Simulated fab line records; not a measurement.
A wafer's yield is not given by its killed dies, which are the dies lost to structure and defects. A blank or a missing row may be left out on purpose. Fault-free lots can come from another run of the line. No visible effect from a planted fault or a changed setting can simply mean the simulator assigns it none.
fab line records | flow nand-harc
record lots=13 wafers=39 last-day=24
route steps=1159 shown A_CHANNEL_HOLE_D1@463 END@1159
lots untouched by any fault: they come from a run of this same line in which no faults occurred
start-h: start of the lot's first displayed wafer, in hours after the record's first day | wait-h: hours elapsed since this lot's preceding step | " repeats the value in the row above | L1.1+2: a row that stands for several wafers | - no value, or no start was given | * or withheld: withheld | < > ~ a bound
route shown NAME@n: a module of which the file shows steps, and the number in the route of the first | usual: mean/standard deviation of fault-free wafers | same: alike in all rows | chamber/n: place in a boat | sites: the reading at each site | _std_site: the standard deviation of these | _edge_site: mean of outer sites minus mean of inner sites | radius-mm: for every site, how far away it sits from the centre of the wafer | mask NAME#n: copy n | behind: the most recent tool/chamber to have shaped the wafer | hold: what put the lot on hold/how long, in hours/how the hold closed | device: transistor that didn't switch, given as n, p or np | end of line: tests of these same wafers at the route's end | where a step has no rows: the recipe by itself | killed: dies that structure and defects cost at the first sort, which is not the same as the wafer's yield | map: shows each die of a wafer: x if killed, . if not, _ if none is there
set.NAME: the run value of the setting; set.NAME@STEP: its run value at that earlier step | model.NAME: the simulator's own value behind a step, which no gauge read
one table for each step of the route and one row for each wafer, over a sample of lots
services: when a tool's chamber went out of use (start-h, in hours from the record's first day, below 0 if earlier), for how many hours, and the reason
## steps
# step NHARC_A_CHANNEL_HOLE_D1_OVL_MEAS_11
# usual overlay-x-nm=0.0/0.87 overlay-y-nm=0.1/0.82
# columns lot.wafer tool chamber start-h wait-h overlay-x-nm overlay-y-nm
L975.2 overlay-02 - 182.57 - 0.5 0.1
L975.3 " - " " 0.7 0.6
L975.6 " - " " 0.2 0.3
L977.3 overlay-02 - 189.44 - -0.2 0.4
L977.4 " - " " -0.2 -0.1
L977.5 " - " " -0.1 -0.2
L982.3 overlay-01 - 218.14 - 0.7 -0.9
L982.4 " - " " 0.4 -1.3
L982.6 " - " " 0.2 -1.4
L983.3 overlay-01 - 219.75 - -0.4 -0.5
L983.4 " - " " 0.0 0.1
L983.6 " - " " -0.1 0.2
L984.2 overlay-01 - 236.95 - 0.5 1.2
L984.3 " - " " -0.5 1.5
L984.6 " - " " 0.2 1.3
L987.1 overlay-02 - 250.65 - -0.4 -1.5
L987.2 " - " " -0.8 -0.9
L987.3 " - " " -1.0 -1.5
L988.2 overlay-01 - 266.22 - -0.7 0.3
L988.5 " - " " -0.4 0.2
L988.6 " - " " -0.4 1.5
L989.1 overlay-01 - 266.53 - -0.2 1.2
L989.4 " - " " -0.2 0.6
L989.5 " - " " 0.1 1.3
L990.1 overlay-02 - 269.65 - 1.2 0.2
L990.2 " - " " 0.4 0.3
L990.4 " - " " 0.4 0.3
L992.1 overlay-02 - 270.01 - 1.2 -1.9
L992.2 " - " " 1.2 -1.1
L992.4 " - " " 0.7 -1.0
L993.1 overlay-02 - 281.39 - 1.1 -0.2
L993.2 " - " " 1.3 -1.7
L993.3 " - " " 1.4 -1.3
L994.1 overlay-01 - 291.31 - 1.6 0.1
L994.3 " - " " 1.0 0.6
L994.5 " - " " 1.3 0.7
L996.1 overlay-02 - 307.72 - -0.2 0.6
L996.4 " - " " -0.5 1.1
L996.5 " - " " -0.5 1.2
# step NHARC_A_CHANNEL_HOLE_D1_INSPECT_12
# usual raw-defect-count=5.9/3
# columns lot.wafer tool chamber start-h wait-h raw-defect-count
L975.2 defect-inspect-01 - 182.60 0.0 2
L975.3 " - " " 8
L975.6 " - " " 6
L977.3 defect-inspect-01 - 189.47 0.0 5
L977.4 " - " " 9
L977.5 " - " " 10
L982.3 defect-inspect-01 - 218.17 0.0 8
L982.4 " - " " 14
L982.6 " - " " 7
L983.3 defect-inspect-01 - 219.79 0.0 4
L983.4 " - " " 4
L983.6 " - " " 3
L984.2 defect-inspect-02 - 236.99 0.0 5
L984.3 " - " " 1
L984.6 " - " " 10
L987.1 defect-inspect-02 - 250.69 0.0 4
L987.2 " - " " 8
L987.3 " - " " 7
L988.2 defect-inspect-02 - 266.25 0.0 6
L988.5 " - " " 4
L988.6 " - " " 3
L989.1 defect-inspect-02 - 266.56 0.0 7
L989.4 " - " " 7
L989.5 " - " " 3
L990.1 defect-inspect-02 - 269.69 0.0 13
L990.2 " - " " 7
L990.4 " - " " 3
L992.1 defect-inspect-02 - 270.05 0.0 5
L992.2 " - " " 3
L992.4 " - " " 7
L993.1 defect-inspect-02 - 281.42 0.0 8
L993.2 " - " " 7
L993.3 " - " " 2
L994.1 defect-inspect-02 - 291.34 0.0 7
L994.3 " - " " 2
L994.5 " - " " 5
L996.1 defect-inspect-01 - 307.75 0.0 11
L996.4 " - " " 9
L996.5 " - " " 7
# step NHARC_A_CHANNEL_HOLE_D1_ETCH_21
# recipe bias-v=3000 source-w=withheld pressure-mtorr=20 time-s=514.3 ar-flow-sccm=375 c4f8-flow-sccm=89.3 o2-flow-sccm=35.7 temp-c=-20 target-depth-a=16000 chemistry=C4F8/O2/Ar
# usual c4f8-flow-sccm=89.26/0.25 chamber-pressure-mTorr=20.001/0.018 drypump-motor-current-A=5.67/0.13 mfc-ar-sccm=375.2/1.2 showerhead-plenum-p-Torr=3.73/0.095 throttle-valve-pct=32.156/0.0092
# columns lot.wafer tool chamber start-h wait-h c4f8-flow-sccm chamber-pressure-mTorr drypump-motor-current-A mfc-ar-sccm rf-hours-counter-h showerhead-plenum-p-Torr throttle-valve-pct
L975.2 har-etch-02 1 184.35 0.3 89.14 20.018 5.78 376.3 113 3.87 32.171
L975.3 " 1 " " 88.77 19.975 5.79 375.5 - 3.87 32.149
L975.6 " 0 " " 89.39 19.999 5.73 375.3 - 3.63 32.149
L977.3 har-etch-02 1 191.29 0.3 88.87 19.973 5.83 374.0 - 3.87 32.143
L977.4 " 0 " " 89.19 19.989 5.72 375.1 - 3.63 32.159
L977.5 " 0 " " 89.23 19.989 5.72 375.1 - 3.63 32.150
L982.3 har-etch-02 0 220.00 0.3 89.58 20.012 5.72 376.4 - 3.62 32.175
L982.4 " 1 " " 89.24 20.049 5.79 374.6 - 3.86 32.162
L982.6 " 0 " " 89.43 19.967 5.71 375.9 - 3.62 32.145
L983.4 har-etch-01 1 221.60 0.3 89.60 20.048 5.64 375.1 - 3.79 32.155
L983.3 " 0 " " 89.07 20.002 5.44 375.4 - 3.68 32.156
L983.6 " 1 " " 89.14 19.989 5.63 376.8 - 3.79 32.156
L984.2 har-etch-02 1 238.88 0.3 88.75 20.026 5.79 375.2 138 3.85 32.156
L984.3 " 1 " " 89.05 20.022 5.82 375.4 - 3.85 32.159
L984.6 " 0 " " 88.80 20.000 5.72 373.9 - 3.62 32.152
L987.2 har-etch-02 1 252.56 0.3 89.40 19.981 5.83 374.9 145 3.85 32.155
L987.1 " 0 " " 89.67 19.992 5.73 377.9 145 3.61 32.159
L987.3 " 1 " " 89.25 19.981 5.83 375.4 - 3.85 32.152
L988.2 har-etch-01 0 268.00 0.3 89.39 20.011 5.48 373.6 215 3.67 32.151
L988.5 " 1 " " 89.12 19.990 5.64 373.7 - 3.78 32.159
L988.6 " 0 " " 89.35 20.009 5.49 373.6 - 3.67 32.163
L989.1 har-etch-02 1 268.26 0.3 88.77 20.003 5.79 374.9 151 3.85 32.158
L989.4 " 1 " " 89.02 19.989 5.83 373.4 - 3.85 32.153
L989.5 " 0 " " 89.20 20.022 5.75 373.5 - 3.61 32.154
L990.1 har-etch-01 1 272.08 0.3 89.07 20.016 5.62 377.9 219 3.77 32.156
L990.2 " 0 " " 89.14 19.989 5.42 374.0 219 3.67 32.164
L990.4 " 0 " " 89.44 19.976 5.43 373.7 - 3.67 32.165
L992.1 har-etch-02 0 272.44 0.3 89.19 20.017 5.70 375.3 155 3.61 32.151
L992.2 " 1 " " 88.89 19.992 5.82 376.0 155 3.85 32.141
L992.4 " 0 " " 89.55 20.002 5.71 375.0 - 3.61 32.146
L993.2 har-etch-01 0 283.49 0.3 89.06 20.022 5.46 375.7 228 3.66 32.174
L993.1 " 1 " " 89.08 20.034 5.63 376.5 228 3.77 32.155
L993.3 " 0 " " 89.16 20.007 5.45 374.8 - 3.66 32.173
L994.1 har-etch-02 0 293.08 0.3 89.30 19.970 5.73 373.7 165 3.60 32.148
L994.3 " 0 " " 89.20 20.002 5.73 374.2 - 3.60 32.139
L994.5 " 1 " " 89.46 20.023 5.82 376.0 - 3.84 32.164
L996.1 har-etch-02 0 309.49 0.3 89.34 20.020 5.73 376.0 172 3.60 32.154
L996.4 " 0 " " 89.52 20.000 5.70 376.8 - 3.60 32.150
L996.5 " 1 " " 88.96 20.023 5.86 374.4 - 3.84 32.159
# step NHARC_A_CHANNEL_HOLE_D1_ETCH_33
# recipe bias-v=400 source-w=2000 pressure-mtorr=25 time-s=90 ar-flow-sccm=375 c4f8-flow-sccm=41.7 o2-flow-sccm=83.3 temp-c=-20 target-depth-a=4000 chemistry=C4F8/O2/Ar
# usual bias-v=400/3.6 c4f8-flow-sccm=41.68/0.13 drypump-motor-current-A=5.67/0.14 mfc-ar-sccm=375.0/1.1 showerhead-plenum-p-Torr=3.77/0.098 throttle-valve-pct=27.619/0.0092
# columns lot.wafer tool chamber start-h wait-h bias-v c4f8-flow-sccm drypump-motor-current-A mfc-ar-sccm rf-hours-counter-h showerhead-plenum-p-Torr throttle-valve-pct
L975.2 har-etch-02 1 187.85 0.2 399 41.85 5.84 375.6 116 3.91 27.615
L975.3 " 1 " " 399 41.84 5.82 375.1 - 3.91 27.607
L975.6 " 0 " " 400 41.72 5.72 376.1 - 3.67 27.614
L977.3 har-etch-02 1 194.77 0.2 396 41.75 5.83 376.2 - 3.91 27.614
L977.4 " 0 " " 395 41.33 5.71 377.7 - 3.66 27.622
L977.5 " 0 " " 406 41.62 5.71 375.2 - 3.66 27.616
L982.3 har-etch-02 0 223.45 0.2 405 41.74 5.74 375.1 - 3.66 27.607
L982.4 " 1 " " 397 41.65 5.83 374.0 - 3.90 27.616
L982.6 " 0 " " 407 41.79 5.72 375.3 - 3.66 27.607
L983.4 har-etch-01 1 225.09 0.2 396 41.52 5.63 376.8 - 3.83 27.625
L983.3 " 0 " " 404 41.61 5.47 374.8 - 3.72 27.607
L983.6 " 1 " " 396 41.72 5.60 374.3 - 3.83 27.627
L984.2 har-etch-02 1 242.47 0.2 399 41.78 5.82 376.4 142 3.90 27.617
L984.3 " 1 " " 402 41.83 5.84 375.7 - 3.90 27.612
L984.6 " 0 " " 394 41.89 5.71 375.7 - 3.65 27.616
L987.2 har-etch-02 1 256.10 0.2 400 41.59 5.85 373.2 149 3.89 27.616
L987.1 " 0 " " 403 41.77 5.74 375.3 149 3.65 27.621
L987.3 " 1 " " 394 41.46 5.83 374.0 - 3.89 27.627
L988.2 har-etch-01 0 271.49 0.2 - - - - - - -
L988.5 " 1 " " - - - - - - -
L988.6 " 0 " " - - - - - - -
L989.1 har-etch-02 1 271.83 0.2 - - - - - - -
L989.4 " 1 " " - - - - - - -
L989.5 " 0 " " - - - - - - -
L990.1 har-etch-01 1 275.61 0.2 - - - - - - -
L990.2 " 0 " " - - - - - - -
L990.4 " 0 " " - - - - - - -
L992.1 har-etch-02 0 275.98 0.2 399 41.69 5.71 375.9 158 3.64 27.620
L992.2 " 1 " " 396 41.71 5.80 373.1 158 3.89 27.626
L992.4 " 0 " " 403 41.91 5.73 376.9 - 3.64 27.620
L993.2 har-etch-01 0 287.03 0.2 402 41.63 5.46 375.6 231 3.70 27.616
L993.1 " 1 " " 396 41.75 5.62 375.2 231 3.81 27.606
L993.3 " 0 " " 401 41.63 5.46 375.3 - 3.70 27.625
L994.1 har-etch-02 0 296.55 0.2 396 41.56 5.71 374.4 168 3.64 27.605
L994.3 " 0 " " 397 41.64 5.74 374.8 - 3.64 27.620
L994.5 " 1 " " 401 41.71 5.81 375.2 - 3.88 27.616
L996.1 har-etch-02 0 312.98 0.2 404 41.75 5.72 374.6 176 3.63 27.631
L996.4 " 0 " " 393 41.73 5.72 376.2 - 3.63 27.598
L996.5 " 1 " " 400 41.68 5.84 374.9 - 3.88 27.619
# step NHARC_END_SORT_01
# recipe temp-c=25
# usual killed-at-array=28/11 killed-at-other=0.8/1.3 killed-at-periphery=3.6/2.5 killed-dies=32/11 killed-open=3.0/1.8 killed-short=2.0/1.5
# same gross-dies=677
# columns lot.wafer tool chamber start-h wait-h killed-at-array killed-at-other killed-at-periphery killed-dies killed-open killed-short
L975.2 prober-02 0 462.46 2.8 26 0 1 27 1 1
L975.3 prober-02 0 463.26 3.1 26 0 4 30 1 3
L975.6 prober-02 0 465.64 4.0 24 0 1 25 1 1
L977.3 prober-02 0 486.71 3.1 15 0 4 19 2 2
L977.4 prober-02 0 487.51 3.4 15 0 5 20 4 1
L977.5 prober-02 0 488.30 3.7 11 0 4 15 2 1
L983.3 prober-02 0 502.29 3.1 35 5 9 49 8 0
L983.4 prober-02 0 503.09 3.4 36 0 6 42 5 1
L983.6 prober-02 0 504.70 4.0 37 0 9 46 4 2
L982.3 prober-01 0 502.46 3.1 22 1 3 26 1 0
L982.4 prober-01 0 503.27 3.4 18 0 6 24 2 3
L982.6 prober-01 0 504.88 4.0 26 0 5 31 3 2
L984.2 prober-02 0 509.32 2.8 33 0 1 34 3 2
L984.3 prober-02 0 510.12 3.1 24 0 3 27 3 2
L984.6 prober-02 0 512.51 4.0 27 0 4 31 2 2
L987.1 prober-02 0 516.33 2.5 37 0 1 38 2 3
L987.2 prober-02 0 517.14 2.8 33 0 0 33 0 2
L987.3 prober-02 0 517.95 3.1 26 0 1 27 2 0
L988.2 prober-02 0 525.03 2.8 673 0 4 677 2 1
L988.5 prober-02 0 527.42 3.7 674 0 3 677 5 5
L988.6 prober-02 0 528.21 4.0 674 1 2 677 3 1
L990.2 prober-01 0 531.99 2.8 672 0 5 677 6 0
L992.1 prober-02 0 540.03 2.5 25 4 8 37 9 1
L992.2 prober-02 0 540.82 2.8 20 1 11 32 2 0
L992.4 prober-02 0 542.39 3.4 7 4 8 19 2 2
L989.1 prober-01 0 540.05 2.5 673 0 4 677 4 7
L993.1 prober-02 0 547.74 2.5 46 2 6 54 4 5
L993.2 prober-02 0 548.55 2.8 38 4 7 49 2 4
L993.3 prober-02 0 549.35 3.1 44 4 6 54 5 1
L994.1 prober-01 0 547.87 2.5 41 2 3 46 2 2
L994.3 prober-01 0 549.47 3.1 33 1 1 35 1 2
L994.5 prober-01 0 551.07 3.7 36 2 1 39 0 2
L996.1 prober-01 0 570.12 2.5 31 0 2 33 4 3
L996.4 prober-01 0 572.51 3.4 17 0 4 21 4 2
L996.5 prober-01 0 573.31 3.7 26 0 3 29 8 0
# killed by level:class
L975.2 A_SLIT:chamber-film-flake=12 A_STAIRCASE:chamber-film-flake=4 A_CHANNEL_HOLE_D1:chamber-film-flake=3 A_WL_FILL:chamber-film-flake=2 A_CONTACT:chamber-film-flake=2 A_CHANNEL_HOLE_D1:geometric-particle:open=1 A_SGD_CUT:geometric-particle:short=1 P_STI:chamber-film-flake=1
L975.3 A_STAIRCASE:chamber-film-flake=8 A_SLIT:chamber-film-flake=8 A_CONTACT:chamber-film-flake=3 A_ONON_D1:geometric-particle:short=2 P_ZERO_WELL:chamber-film-flake=2 A_CHANNEL_HOLE_D1:chamber-film-flake=2 P_M0:geometric-particle:short=1 A_CONTACT:geometric-particle:open=1
L975.6 A_SLIT:chamber-film-flake=14 A_STAIRCASE:chamber-film-flake=6 A_ONON_D1:geometric-particle:short=1 A_SGD_CUT:geometric-particle:open=1 P_M2:chamber-film-flake=1 A_CHANNEL_FILL_D1:chamber-film-flake=1 A_CONTACT:chamber-film-flake=1
L977.3 A_CONTACT:chamber-film-flake=5 A_STAIRCASE:chamber-film-flake=3 A_M0:geometric-particle:open=2 P_ZERO_WELL:chamber-film-flake=2 A_CHANNEL_HOLE_D1:chamber-film-flake=2 A_ONON_D1:geometric-particle:short=1 A_CHANNEL_FILL_D1:geometric-particle:short=1 P_STI:chamber-film-flake=1
L977.4 A_STAIRCASE:chamber-film-flake=5 A_CHANNEL_HOLE_D1:chamber-film-flake=2 A_CONTACT:chamber-film-flake=2 P_M0:geometric-particle:open=1 A_SOURCE_PLATE:geometric-particle:open=1 A_BLC:geometric-particle:open=1 A_M0:geometric-particle:open=1 A_M0:geometric-particle:short=1
L977.5 A_STAIRCASE:chamber-film-flake=4 A_CHANNEL_HOLE_D1:chamber-film-flake=3 P_STI:chamber-film-flake=2 P_M0:geometric-particle:open=1 A_SOURCE_PLATE:geometric-particle:open=1 A_SOURCE_PLATE:geometric-particle:short=1 P_M1:chamber-film-flake=1 A_SLIT:chamber-film-flake=1
L983.3 A_CONTACT:chamber-film-flake=11 A_CHANNEL_HOLE_D1:chamber-film-flake=10 THIN_TSV:chamber-film-flake=4 P_GATE:chamber-film-flake=3 A_M0:chamber-film-flake=3 A_SGD_CUT:geometric-particle:open=2 P_BONDPAD:chamber-film-flake=2 A_STAIRCASE:chamber-film-flake=2
L982.3 A_SLIT:chamber-film-flake=17 A_CHANNEL_HOLE_D1:chamber-film-flake=4 P_M1:geometric-particle:open=1 P_ZERO_WELL:chamber-film-flake=1 P_M0:chamber-film-flake=1 A_STAIRCASE:chamber-film-flake=1 THIN_TSV:chamber-film-flake=1
L983.4 A_CHANNEL_HOLE_D1:chamber-film-flake=15 A_CONTACT:chamber-film-flake=7 A_STAIRCASE:chamber-film-flake=3 A_CONTACT:geometric-particle:open=2 A_ZERO_WELL:chamber-film-flake=2 A_WL_FILL:chamber-film-flake=2 A_M0:chamber-film-flake=2 P_GATE:geometric-particle:open=1
L982.4 A_SLIT:chamber-film-flake=8 A_CHANNEL_HOLE_D1:chamber-film-flake=7 P_M1:geometric-particle:short=2 P_M0:chamber-film-flake=2 P_GATE:geometric-particle:open=1 A_WL_FILL:geometric-particle:short=1 A_WL_FILL:geometric-particle:open=1 P_ZERO_WELL:chamber-film-flake=1
L983.6 A_CHANNEL_HOLE_D1:chamber-film-flake=13 A_CONTACT:chamber-film-flake=11 P_STI:chamber-film-flake=4 P_GATE:chamber-film-flake=4 A_WL_FILL:chamber-film-flake=3 A_SGD_CUT:chamber-film-flake=3 A_ONON_D1:geometric-particle:open=2 P_M0:geometric-particle:short=1
L982.6 A_SLIT:chamber-film-flake=15 A_CHANNEL_HOLE_D1:chamber-film-flake=4 P_M0:chamber-film-flake=3 A_STAIRCASE:chamber-film-flake=3 P_M1:geometric-particle:open=1 A_ONON_D1:geometric-particle:short=1 A_CHANNEL_FILL_D1:geometric-particle:open=1 A_WL_FILL:geometric-particle:short=1
L984.2 A_SLIT:chamber-film-flake=17 A_CHANNEL_HOLE_D1:chamber-film-flake=5 A_WL_FILL:chamber-film-flake=3 A_WL_FILL:geometric-particle:short=2 A_CONTACT:geometric-particle:open=2 A_CONTACT:chamber-film-flake=2 A_CHANNEL_HOLE_D1:geometric-particle:open=1 P_M0:chamber-film-flake=1
L984.3 A_SLIT:chamber-film-flake=16 A_CHANNEL_HOLE_D1:chamber-film-flake=2 A_WL_FILL:chamber-film-flake=2 P_CONTACT:geometric-particle:open=1 P_M0:geometric-particle:open=1 A_CHANNEL_FILL_D1:geometric-particle:short=1 A_STAIRCASE:geometric-particle:short=1 A_CONTACT:geometric-particle:open=1
L984.6 A_SLIT:chamber-film-flake=19 A_STAIRCASE:chamber-film-flake=3 P_M0:geometric-particle:open=2 A_CHANNEL_FILL_D1:geometric-particle:short=1 A_M0:geometric-particle:short=1 P_ZERO_WELL:chamber-film-flake=1 P_BONDPAD:chamber-film-flake=1 A_CHANNEL_HOLE_D1:chamber-film-flake=1
L987.1 A_SLIT:chamber-film-flake=14 A_STAIRCASE:chamber-film-flake=8 A_CHANNEL_HOLE_D1:chamber-film-flake=5 A_CONTACT:chamber-film-flake=4 A_WL_FILL:geometric-particle:short=2 P_M1:geometric-particle:short=1 A_CHANNEL_FILL_D1:geometric-particle:open=1 A_CONTACT:geometric-particle:open=1
L987.2 A_SLIT:chamber-film-flake=14 A_CONTACT:chamber-film-flake=6 A_STAIRCASE:chamber-film-flake=4 A_WL_FILL:chamber-film-flake=4 A_CHANNEL_HOLE_D1:chamber-film-flake=3 A_WL_FILL:geometric-particle:short=1 A_BLC:geometric-particle:short=1
L987.3 A_SLIT:chamber-film-flake=16 A_CHANNEL_HOLE_D1:chamber-film-flake=3 A_CONTACT:chamber-film-flake=3 A_STAIRCASE:chamber-film-flake=2 A_ONON_D1:geometric-particle:open=1 A_CONTACT:geometric-particle:open=1 P_BONDPAD:chamber-film-flake=1
L988.2 A_CHANNEL_HOLE_D1:area-etch=667 A_CONTACT:chamber-film-flake=4 P_CONTACT:geometric-particle:open=1 P_M2:geometric-particle:open=1 A_M0:geometric-particle:short=1 P_ZERO_WELL:chamber-film-flake=1 P_M2:chamber-film-flake=1 A_STAIRCASE:chamber-film-flake=1
L988.5 A_CHANNEL_HOLE_D1:area-etch=657 A_CONTACT:chamber-film-flake=5 A_CHANNEL_FILL_D1:geometric-particle:short=4 A_STAIRCASE:chamber-film-flake=3 A_M0:geometric-particle:open=2 P_CONTACT:geometric-particle:open=1 P_M0:geometric-particle:open=1 A_CONTACT:geometric-particle:short=1
L988.6 A_CHANNEL_HOLE_D1:area-etch=662 A_CONTACT:chamber-film-flake=7 A_STAIRCASE:chamber-film-flake=3 P_CONTACT:geometric-particle:open=1 A_CHANNEL_FILL_D1:geometric-particle:open=1 A_M0:geometric-particle:open=1 P_BONDPAD:chamber-film-flake=1 STARTING-WAFER:geometric-particle:short=1
L990.2 A_CHANNEL_HOLE_D1:area-etch=652 A_STAIRCASE:chamber-film-flake=6 A_CONTACT:chamber-film-flake=5 A_WL_FILL:geometric-particle:open=4 P_GATE:chamber-film-flake=2 P_M1:chamber-film-flake=2 A_WL_FILL:chamber-film-flake=2 A_ONON_D1:geometric-particle:open=1
L992.1 A_CHANNEL_HOLE_D1:chamber-film-flake=8 A_STAIRCASE:chamber-film-flake=6 P_M2:chamber-film-flake=5 THIN_TSV:chamber-film-flake=4 A_CONTACT:geometric-particle:open=2 A_BLC:geometric-particle:open=2 A_M0:geometric-particle:open=2 P_ZERO_WELL:chamber-film-flake=2
L989.1 A_CHANNEL_HOLE_D1:area-etch=642 A_SLIT:chamber-film-flake=14 A_CONTACT:chamber-film-flake=6 A_SGD_CUT:geometric-particle:short=3 A_CONTACT:geometric-particle:open=2 A_CHANNEL_FILL_D1:chamber-film-flake=2 P_CONTACT:geometric-particle:short=1 P_CONTACT:geometric-particle:open=1
L992.2 A_CHANNEL_HOLE_D1:chamber-film-flake=10 P_ZERO_WELL:chamber-film-flake=4 P_M2:chamber-film-flake=4 A_CONTACT:chamber-film-flake=3 P_GATE:chamber-film-flake=2 A_CHANNEL_FILL_D1:chamber-film-flake=2 A_WL_FILL:chamber-film-flake=2 A_ONON_D1:geometric-particle:open=1
L992.4 P_M2:chamber-film-flake=5 A_CHANNEL_HOLE_D1:chamber-film-flake=4 THIN_TSV:chamber-film-flake=4 A_ONON_D1:geometric-particle:open=2 P_CONTACT:geometric-particle:short=1 P_M0:geometric-particle:short=1 P_ZERO_WELL:chamber-film-flake=1 A_STAIRCASE:chamber-film-flake=1
L993.1 A_CHANNEL_HOLE_D1:chamber-film-flake=19 A_SLIT:chamber-film-flake=14 P_GATE:chamber-film-flake=3 A_CONTACT:chamber-film-flake=3 P_CONTACT:geometric-particle:short=2 A_CONTACT:geometric-particle:open=2 A_M0:geometric-particle:short=2 A_ZERO_WELL:chamber-film-flake=2
L994.1 A_SLIT:chamber-film-flake=25 A_CHANNEL_HOLE_D1:chamber-film-flake=7 A_STAIRCASE:chamber-film-flake=3 A_CONTACT:chamber-film-flake=3 P_GATE:chamber-film-flake=2 THIN_TSV:chamber-film-flake=2 P_M2:geometric-particle:open=1 A_SGD_CUT:geometric-particle:short=1
L993.2 A_SLIT:chamber-film-flake=17 A_CHANNEL_HOLE_D1:chamber-film-flake=11 THIN_TSV:chamber-film-flake=4 P_GATE:chamber-film-flake=3 P_M2:chamber-film-flake=3 A_STAIRCASE:chamber-film-flake=3 A_CHANNEL_FILL_D1:geometric-particle:short=2 P_M0:geometric-particle:open=1
L993.3 A_SLIT:chamber-film-flake=20 A_CHANNEL_HOLE_D1:chamber-film-flake=13 P_GATE:chamber-film-flake=4 THIN_TSV:chamber-film-flake=4 A_WL_FILL:chamber-film-flake=3 A_CONTACT:geometric-particle:open=2 A_STAIRCASE:chamber-film-flake=2 A_CONTACT:chamber-film-flake=2
L994.3 A_SLIT:chamber-film-flake=20 A_CHANNEL_HOLE_D1:chamber-film-flake=8 A_CHANNEL_FILL_D1:geometric-particle:short=1 A_WL_FILL:geometric-particle:short=1 A_M0:geometric-particle:open=1 P_GATE:chamber-film-flake=1 A_STAIRCASE:chamber-film-flake=1 A_CONTACT:chamber-film-flake=1
L994.5 A_SLIT:chamber-film-flake=16 A_CHANNEL_HOLE_D1:chamber-film-flake=11 A_CONTACT:chamber-film-flake=5 THIN_TSV:chamber-film-flake=2 A_WL_FILL:geometric-particle:short=1 A_M0:geometric-particle:short=1 P_GATE:chamber-film-flake=1 A_STAIRCASE:chamber-film-flake=1
L996.1 A_CHANNEL_HOLE_D1:chamber-film-flake=10 A_ZERO_WELL:chamber-film-flake=6 A_CONTACT:chamber-film-flake=4 A_STAIRCASE:chamber-film-flake=3 A_ONON_D1:geometric-particle:short=1 A_ONON_D1:geometric-particle:open=1 A_CHANNEL_HOLE_D1:geometric-particle:open=1 A_SGD_CUT:geometric-particle:short=1
L996.4 A_CHANNEL_HOLE_D1:chamber-film-flake=5 A_STAIRCASE:chamber-film-flake=5 A_CONTACT:chamber-film-flake=4 A_M0:geometric-particle:open=2 P_STI:geometric-particle:short=1 P_CONTACT:geometric-particle:open=1 P_M1:geometric-particle:short=1 A_CONTACT:geometric-particle:open=1
L996.5 A_CHANNEL_HOLE_D1:chamber-film-flake=10 A_CONTACT:chamber-film-flake=5 A_CHANNEL_FILL_D1:geometric-particle:open=3 P_GATE:chamber-film-flake=3 A_CHANNEL_HOLE_D1:geometric-particle:open=2 A_STAIRCASE:chamber-film-flake=2 A_SLIT:geometric-particle:open=1 A_WL_FILL:geometric-particle:open=1
## services
# columns tool chamber start-h hours kind
har-etch-02 - 237.66 0.1 repair
har-etch-01 - 307.91 17.0 pm
har-etch-01 0 307.91 17.0 vent-cycle
har-etch-01 1 307.91 17.0 vent-cycle
## key
first-sign step=NHARC_A_CHANNEL_HOLE_D1_ETCH_33 reading=tool-record direction=missing
effect step=NHARC_END_SORT_01 reading=killed-at-array direction=up sigmas=61 usual=28 struck=673
more-kills-born-at NHARC_A_CHANNEL_HOLE_D1_ETCH_33@har-etch-01=2592 NHARC_A_CHANNEL_HOLE_D1_ETCH_33@har-etch-02=637
met-at NHARC_A_CHANNEL_HOLE_D1_ETCH_33
struck-lots L988,L989,L990
rows-end L989.4,L989.5,L990.1,L990.4
later-rows-left-out L988.2,L988.5,L988.6,L989.1,L990.2
tester-left-out L988,L989,L990
not-acting-at NHARC_A_CHANNEL_HOLE_D1_OVL_MEAS_11,NHARC_A_CHANNEL_HOLE_D1_INSPECT_12,NHARC_A_CHANNEL_HOLE_D1_ETCH_21
onset-between 256.10 271.49
fault kind=skipped-step-whole tool=har-etch-01,har-etch-02 chamber=- onset-h=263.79 steps=NHARC_A_CHANNEL_HOLE_D1_ETCH_33 scope=struck-lots-only
# tester-left-out: of these lots the tester's yield and bins aren't shown, on N5 and GAA mostly nor the transistor test; their killed dies are dies lost to structure and defects alone, not to doping, threshold or leakage, so they don't give the yield
# later-rows-left-out: the simulator's readings of these wafers behind a module that went badly wrong aren't trusted and aren't shown, but for the sort
# rows-end: these wafers met a further fault down the route, and their rows from its step on are left out
